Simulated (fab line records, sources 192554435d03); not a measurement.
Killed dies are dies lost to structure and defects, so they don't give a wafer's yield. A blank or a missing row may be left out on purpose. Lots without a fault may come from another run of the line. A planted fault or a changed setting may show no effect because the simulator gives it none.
A struck lot beside a sound one | flow n5_finfet | 16 steps out of a route of 1938
Sound: wafers L873.1, L873.2, L873.6. Struck: wafers L871.2, L871.3, L871.5. The cause comes at the end.
At each step with rows: each side's tool, then ch and its chambers, then its first start. Under that, the readings that differ: sound wafers | struck wafers | difference of the means | sigmas: that difference in standard deviations of wafers without a fault.
alike: readings whose means differ by less than 2 such deviations, and words and numbers that are the same on both sides. not compared: withheld readings, readings that some wafer has no value for, bounds like >300 that may hide the same value, and numbers for which the record gives no deviation and whose values overlap.
The two part at a step that has a row with sigmas, a row that says differs or no value, or rows on one side only. Numbers that don't overlap but have no deviation are shown without sigmas and don't part them. A reading that every wafer of one side lacks parts them only if that side has two wafers or more.

first, 7 steps without rows for these wafers: N5_PMOS_HMC_CHANNEL_EPI_COAT_31 (time 60 s, resist thk 66 nm); N5_PMOS_HMC_CHANNEL_EPI_COAT_03 (resist thk 205 nm); N5_PMOS_HMC_CHANNEL_EPI_EBR_05; N5_PMOS_HMC_CHANNEL_EPI_SOFTBAKE_04 (time 60 s); N5_PMOS_HMC_CHANNEL_EPI_EXPOSE_06 (exposes mask PMOS HMC BLK, target cd 240 nm); N5_PMOS_HMC_CHANNEL_EPI_PEB_07 (peb time 60 s); N5_PMOS_HMC_CHANNEL_EPI_DEVELOP_08 (develop time 30 s).
N5_PMOS_HMC_CHANNEL_EPI_CD_MEAS_09: target cd 237.4 nm.
  sound on cd_sem-01 ch 0, day 4 10:58; struck on cd_sem-01 ch 0, day 3 23:49
  alike: cd_nm
N5_PMOS_HMC_CHANNEL_EPI_OVL_MEAS_10:
  sound on overlay-01 ch 0, day 4 11:00; struck on overlay-01 ch 0, day 3 23:50
  alike: PMOS_HMC_BLK_OVL
N5_PMOS_HMC_CHANNEL_EPI_INSPECT_11: inspects for defects (macro).
  sound on defect_inspect-01, day 4 11:01; struck on defect_inspect-02, day 3 23:52
  alike: raw_defect_count
N5_PMOS_HMC_CHANNEL_EPI_DESCUM_14: chemistry O2, time 7.9 s.
  sound on rie_diel-05 ch 0,1, day 4 11:04; struck on rie_diel-02 ch 0,1, day 3 23:54
  alike: drypump_motor_current_A, oes_product_au, rf_vpp_V, showerhead_plenum_p_Torr, throttle_valve_pct
  not compared: rf_hours_counter_h
N5_PMOS_HMC_CHANNEL_EPI_ETCH_32: etches BARC in N2/H2, stops on SiO2, target depth 85.8 nm, time 50.3 s.
  sound on rie_diel-05 ch 0,1, day 4 11:05; struck on rie_diel-02 ch 0,1, day 3 23:56
  alike: drypump_motor_current_A, oes_product_au, rf_vpp_V, showerhead_plenum_p_Torr, throttle_valve_pct
  not compared: rf_hours_counter_h
N5_PMOS_HMC_CHANNEL_EPI_HM_OPEN_15: chemistry CHF3/O2, target SiO2, target depth 40.6 nm, time 20.3 s.
  sound on rie_diel-05 ch 0,1, day 4 11:08; struck on rie_diel-02 ch 0,1, day 3 23:59
  no value came back on the struck wafers for any of 7 readings (CHF3_flow_sccm (sccm), O2_flow_sccm (sccm) and others); on the sound wafers CHF3_flow_sccm (sccm) reads 49.70 50.06 49.80
  reading                                                         | sound            | struck          | difference | sigmas
  model.CAR-ArF-block_of_PMOS_HMC_CHANNEL_EPI_COAT_03.thk_nm (nm) | 91.82 92.2 92.69 | 132.2 131 132.2 | +39.6      |
  not compared: rf_hours_counter_h
N5_PMOS_HMC_CHANNEL_EPI_STRIP_33: strips in N2/H2.
  sound on rie_diel-05 ch 0,1, day 4 11:11; struck on rie_diel-02 ch 0,1, day 4 00:02
  alike: drypump_motor_current_A, oes_product_au, power_w, rf_vpp_V, showerhead_plenum_p_Torr, throttle_valve_pct
  not compared: rf_hours_counter_h
N5_BEOL_M4_RC_MEAS_101:
  the record has rows for the sound wafers here (prober-01 ch 0, day 11 23:53) and none for the struck ones
-- the record jumps here: 12 days lie between the struck wafers' starts before and after (it left off in module BEOL_M4 and takes up again in module PASSIVATION, whose first step shown is number 1936 of the route) --
N5_PASSIVATION_PROBE_49:
  sound on prober-01, day 16 23:23; struck on prober-02, day 15 21:28
  reading             | sound     | struck         | difference | sigmas
  killed_at_front_end | 65 31 31  | 1123 1104 1110 | +1070      | +89
  killed_dies         | 112 95 83 | 1180 1180 1180 | +1083      | +64
  killed_on_rim       | 13 13 10  | 152 152 152    | +140       | +41
  alike: killed_at_M0_to_M3, killed_at_M4_up, killed_at_contacts, killed_at_other, killed_open, killed_short

WHERE THEY PART
First at N5_PMOS_HMC_CHANNEL_EPI_HM_OPEN_15; last, within this record, at N5_PASSIVATION_PROBE_49.

WHY: what the simulator had put in
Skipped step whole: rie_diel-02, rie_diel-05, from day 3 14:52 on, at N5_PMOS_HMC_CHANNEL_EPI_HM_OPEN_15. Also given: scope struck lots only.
